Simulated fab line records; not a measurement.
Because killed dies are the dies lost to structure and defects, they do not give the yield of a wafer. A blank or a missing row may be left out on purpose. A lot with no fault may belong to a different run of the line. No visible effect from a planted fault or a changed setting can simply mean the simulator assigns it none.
Struck lot and sound lot, side by side || flow nandHarc || 15 steps out of a route of 1159
Sound: wafers L636.2, L636.3, L636.4. Wafers L654.1, L654.3, L654.6 were the ones struck. The cause is given at the end.
Each step with rows lists, per side, the tool, then ch with its chambers, then its first start. Under that, the readings that differ: sound wafers || struck wafers || difference of the means || sigmas: that difference in standard deviations of wafers without a fault.
alike: readings with means less than 2 such deviations apart, plus words and numbers identical on both sides. not compared: withheld readings, readings lacking a value on some wafer, bounds such as >300 that could conceal the same value, and numbers that have no deviation in the record and whose values overlap.
A row with sigmas, a row that says differs or no value, or rows on one side alone: a step with any of these is where the two part. Non-overlapping numbers with no deviation appear without sigmas and do not part them. Lack of a reading on every wafer of one side parts them only where that side has two or more wafers.

NHARC_A_SGD_CUT_ETCH_15: etches the open film in CH3F/O2, target depth 75 nm, time 64.3 s.
  sound on rieDiel-11 ch 0,1,3; struck on rieDiel-06 ch 0,3
  alike: drypumpMotorCurrentA, oesProductAu, rfVppV, showerheadPlenumPTorr, throttleValvePct
  not compared: rfHoursCounterH
NHARC_A_SGD_CUT_ETCH_16: etches the open film in C4F8/O2/Ar, target depth 310.5 nm, time 155.2 s.
  sound on rieDiel-11 ch 0,2,3; struck on rieDiel-06 ch 0,1,2
  alike: oesProductAu, rfVppV
  not compared: rfHoursCounterH
then, 1 step without rows for these wafers: NHARC_A_SGD_CUT_STRIP_60 (strips in C4F8/O2/Ar).
NHARC_A_SGD_CUT_STRIP_17: strips in O2.
  sound on rieDiel-11 ch 1,2,3; struck on rieDiel-06 ch 1,2,3
  alike: drypumpMotorCurrentA, oesProductAu, rfVppV, showerheadPlenumPTorr, throttleValvePct
  not compared: rfHoursCounterH
then, 4 steps without rows for these wafers: NHARC_A_SGD_CUT_PRECLEAN_18 (cleans in SC1); NHARC_A_SGD_CUT_SRD_19; NHARC_A_SGD_CUT_DEP_20 (deposits SiO2, target thk 150 nm); NHARC_A_SGD_CUT_ANNEAL_27 (time 1800 s).
NHARC_A_SGD_CUT_CMP_21: polishes, target thk 148.19 nm.
  sound on cmp-02 ch 0,1,3, day 13 21:43; struck on cmp-03 ch 0,1, day 18 06:31
  alike: motorCurrentA, timeToEndpointS
NHARC_A_SGD_CUT_THK_MEAS_22: measures by ellipsometry.
  sound on filmMetro-02, day 13 21:56; struck on filmMetro-02, day 18 06:47
  alike: thkNm
then, 2 steps without rows for these wafers: NHARC_A_SGD_CUT_SRD_23; NHARC_A_SGD_CUT_ETCH_26 (etches SiO2 in dHF, target depth 45.8 nm).
NHARC_A_SGD_CUT_ETCHBACK_24: etches the open film in CH3F/O2, target depth 50 nm, time 92.857 s.
  sound on rieDiel-09 ch 0,1,2, day 13 22:10; struck on rieDiel-06 ch 0,1,3, day 18 07:01
  no value came back on the struck wafers for any of 8 readings (biasW (W), ch3fFlowSccm (sccm) and others); on the sound wafers biasW (W) reads 99.7 99.6 99.9
NHARC_A_SGD_CUT_STRIP_28: strips in O2, time 20 s.
  sound on rieDiel-09 ch 0,2,3; struck on rieDiel-06 ch 0,3, day 18 07:08
  alike: drypumpMotorCurrentA, oesProductAu, rfVppV, showerheadPlenumPTorr, throttleValvePct
  not compared: rfHoursCounterH
-- jump in the record: it breaks off in module A_SGD_CUT and resumes in module END (first step shown: number 1159 of the route), and 5 days separate the struck wafers' starts before and after --
NHARC_END_SORT_01:
  the record has rows for the struck wafers here (prober-02 ch 0, day 23 03:46) and none for the sound ones

WHERE THEY PART
At NHARC_A_SGD_CUT_ETCHBACK_24 first; at NHARC_END_SORT_01 last (within this record only).

WHY: the cause the simulator had injected
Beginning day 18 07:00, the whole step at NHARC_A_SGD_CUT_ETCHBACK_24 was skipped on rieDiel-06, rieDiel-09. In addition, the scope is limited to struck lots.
